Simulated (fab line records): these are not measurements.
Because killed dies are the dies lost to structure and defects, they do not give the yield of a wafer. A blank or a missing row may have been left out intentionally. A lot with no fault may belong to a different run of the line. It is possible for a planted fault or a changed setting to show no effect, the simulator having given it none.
What tool caused it?	flow n5_finfet	Sampling: 14 lots, 34 wafers, 4 of 1938 route steps

== WHAT EACH GAUGE READ, for each wafer ==
No reading from a measuring or inspecting step in the record can be judged against a usual standard deviation.

== EACH LOT AND THE TOOL THAT RAN IT (in order: tool; ch and the chambers of the sampled wafers; start) ==
lot	N5_BEOL_M5_SPUTTER_81	N5_BEOL_M5_ANNEAL_51	N5_BEOL_M5_CO_CAP_78	N5_BEOL_M6_ILD_DEP_00
L134	pvd_sputter-01, day 8 06:53	rtp_anneal-01 ch 0, day 8 10:25	cvd_co-02 ch 0,1, day 8 11:05	pecvd-04 ch 0,1,2, day 8 11:22
L136	pvd_sputter-02, day 8 21:56	rtp_anneal-02 ch 0, day 9 01:32	cvd_co-01 ch 0,1, day 9 02:04	pecvd-04 ch 0,2, day 9 02:18
L135	pvd_sputter-03, day 9 01:38	rtp_anneal-02 ch 0, day 9 05:11	cvd_co-01 ch 0,1, day 9 05:50	pecvd-04 ch 0,1, day 9 06:05
L139	pvd_sputter-01, day 10 05:35	rtp_anneal-01 ch 0, day 10 09:05	cvd_co-01 ch 2, day 10 09:43	pecvd-04 ch 2, day 10 10:00
L142	pvd_sputter-03, day 10 06:56	rtp_anneal-01 ch 0, day 10 10:29	cvd_co-02 ch 2, day 10 11:05	pecvd-04 ch 2, day 10 11:20
L141	pvd_sputter-01, day 10 12:55	rtp_anneal-01 ch 0, day 10 16:23	cvd_co-01 ch 1, day 10 17:04	pecvd-01 ch 1,2, day 10 17:19
L143	pvd_sputter-03, day 10 23:20	rtp_anneal-01 ch 0, day 11 02:48	cvd_co-02 ch 1,2, day 11 03:28	pecvd-04 ch 1,2, day 11 03:43
L144	pvd_sputter-03, day 11 06:59	rtp_anneal-02 ch 0, day 11 10:36	cvd_co-02 ch 1,2, day 11 11:16	pecvd-01 ch 0,2, day 11 11:31
L145	pvd_sputter-03, day 11 11:50	rtp_anneal-02 ch 0, day 11 15:24	cvd_co-01 ch 1,2, day 11 16:22	pecvd-03 ch 1,2, day 11 16:37
L146	pvd_sputter-01, day 11 21:46	rtp_anneal-01 ch 0, day 12 05:33	cvd_co-02 ch 0, day 12 06:10	pecvd-01 ch 0,2, day 12 06:25
L148	pvd_sputter-02, day 12 03:58	rtp_anneal-01 ch 0, day 12 07:34	cvd_co-01 ch 0,2, day 12 08:14	pecvd-04 ch 0,2, day 12 08:29
L147	pvd_sputter-03, day 12 09:32	rtp_anneal-01 ch 0, day 12 13:17	cvd_co-01 ch 0,2, day 12 13:52	pecvd-01 ch 0,2, day 12 14:07
L149	pvd_sputter-02, day 12 21:53	rtp_anneal-01 ch 0, day 13 01:21	cvd_co-01 ch 0,1,2, day 13 02:02	pecvd-04 ch 0,1,2, day 13 02:16
L156	pvd_sputter-01, day 15 02:35	rtp_anneal-02 ch 0, day 15 06:10	cvd_co-02 ch 0,2, day 15 06:58	pecvd-04 ch 0,1,2, day 15 07:17
- N5_BEOL_M5_SPUTTER_81: material Cu, target thk 15 nm, time 27.62 s.
- N5_BEOL_M5_ANNEAL_51: time 90 s.
- N5_BEOL_M5_CO_CAP_78: material Co, precursor CCTBA/H2, target thk 2 nm, time 102.1 s.
- N5_BEOL_M6_ILD_DEP_00: deposits SiCOH lowk from DEMS/porogen, target thk 179.75 nm, time 33.4 s.

== AS READ BY THE TOOLS THEMSELVES (means over the sampled wafers that have a number; for cases with no such wafer, the mark the record gives instead) ==
N5_BEOL_M5_SPUTTER_81.
lot	tool	chamber_pressure_pa (Pa)	throttle_valve_pct (%)
L134	pvd_sputter-01	0.06993	30.1
L136	pvd_sputter-02	0.06989	29.5
L135	pvd_sputter-03	0.06997	30.7
L139	pvd_sputter-01	0.07007	30.2
L142	pvd_sputter-03	0.06998	30.3
L141	pvd_sputter-01	0.06999	30.1
L143	pvd_sputter-03	0.06993	30.5
L144	pvd_sputter-03	0.07001	29.8
L145	pvd_sputter-03	0.06997	30.3
L146	pvd_sputter-01	0.07017	29.6
L148	pvd_sputter-02	0.06990	30.8
L147	pvd_sputter-03	0.07004	29.6
L149	pvd_sputter-02	0.07001	29.3
L156	pvd_sputter-01	0.07006	29.4

N5_BEOL_M5_ANNEAL_51.
lot	tool	wafer_temp_C_max
L134	rtp_anneal-01	225.7
L136	rtp_anneal-02	227.0
L135	rtp_anneal-02	226.4
L139	rtp_anneal-01	225.7
L142	rtp_anneal-01	225.9
L141	rtp_anneal-01	225.9
L143	rtp_anneal-01	225.6
L144	rtp_anneal-02	226.5
L145	rtp_anneal-02	227.0
L146	rtp_anneal-01	226.1
L148	rtp_anneal-01	225.9
L147	rtp_anneal-01	226.1
L149	rtp_anneal-01	225.7
L156	rtp_anneal-02	226.8

N5_BEOL_M5_CO_CAP_78.
lot	tool	chamber_pressure_Torr (Torr)	heater_power_outer_w (W)	heater_power_w (W)
L134	cvd_co-02	29.98	124	236
L136	cvd_co-01	30.09	117	217
L135	cvd_co-01	30.02	113	214
L139	cvd_co-01	29.96	140	242
L142	cvd_co-02	29.96	106	209
L141	cvd_co-01	30.10	110	218
L143	cvd_co-02	29.97	120	229
L144	cvd_co-02	30.00	118	228
L145	cvd_co-01	29.97	131	231
L146	cvd_co-02	29.95	115	232
L148	cvd_co-01	29.97	132	226
L147	cvd_co-01	-	-	-
L149	cvd_co-01	-	-	-
L156	cvd_co-02	30.08	113	225

N5_BEOL_M6_ILD_DEP_00.
lot	tool	heater_power_w (W)	showerhead_plenum_p_Torr (Torr)	throttle_valve_pct (%)
L134	pecvd-04	386	5.765	13.8
L136	pecvd-04	388	5.754	13.8
L135	pecvd-04	333	5.745	13.9
L139	pecvd-04	482	5.784	13.3
L142	pecvd-04	476	5.790	13.6
L141	pecvd-01	247	5.738	12.9
L143	pecvd-04	435	5.773	13.5
L144	pecvd-01	360	5.756	13.1
L145	pecvd-03	268	5.744	14.0
L146	pecvd-01	329	5.761	13.4
L148	pecvd-04	380	5.768	13.8
L147	pecvd-01	327	5.764	13.4
L149	pecvd-04	408	5.759	13.9
L156	pecvd-04	391	5.770	13.7

== THE ANSWER, worked out from the rows above alone ==
Rule: usual is defined by the lots themselves. Put in order of their means at a reading, lots are off if they are a third of the lots or fewer, leave a main group of 4 or more, and stand apart from it by a gap of 3 or more times the standard deviation of the main group's means; of several such gaps the widest counts. Not used: any main group whose means are identical at the precision the tables above print for the reading. Also off: a lot with no number at a reading for which 4 or more lots have one. Where the step has rows for the other lots, those lots are counted as sound. Order of review: gauges by route order, followed by the tools' own readings, for which a lot's mean as printed above is used. The first step at which some lot is off is used, and at that step the reading that is off furthest; a lot without a number counts as furthest.
Off: L147, L149 (N5_BEOL_M5_CO_CAP_78, chamber_pressure_Torr). Without a number there: L147, L149. For the main group the mean is 30.00 Torr and the standard deviation 0.053.
A tool fits if, at that step or a process step before it, it ran every lot that is off, and no sound lot after the first of them. 2 tools fit, rtp_anneal-01 at N5_BEOL_M5_ANNEAL_51 and cvd_co-01 at N5_BEOL_M5_CO_CAP_78, so this cannot tell which one it is.

== WHAT HAD BEEN PUT IN BY THE SIMULATOR ==
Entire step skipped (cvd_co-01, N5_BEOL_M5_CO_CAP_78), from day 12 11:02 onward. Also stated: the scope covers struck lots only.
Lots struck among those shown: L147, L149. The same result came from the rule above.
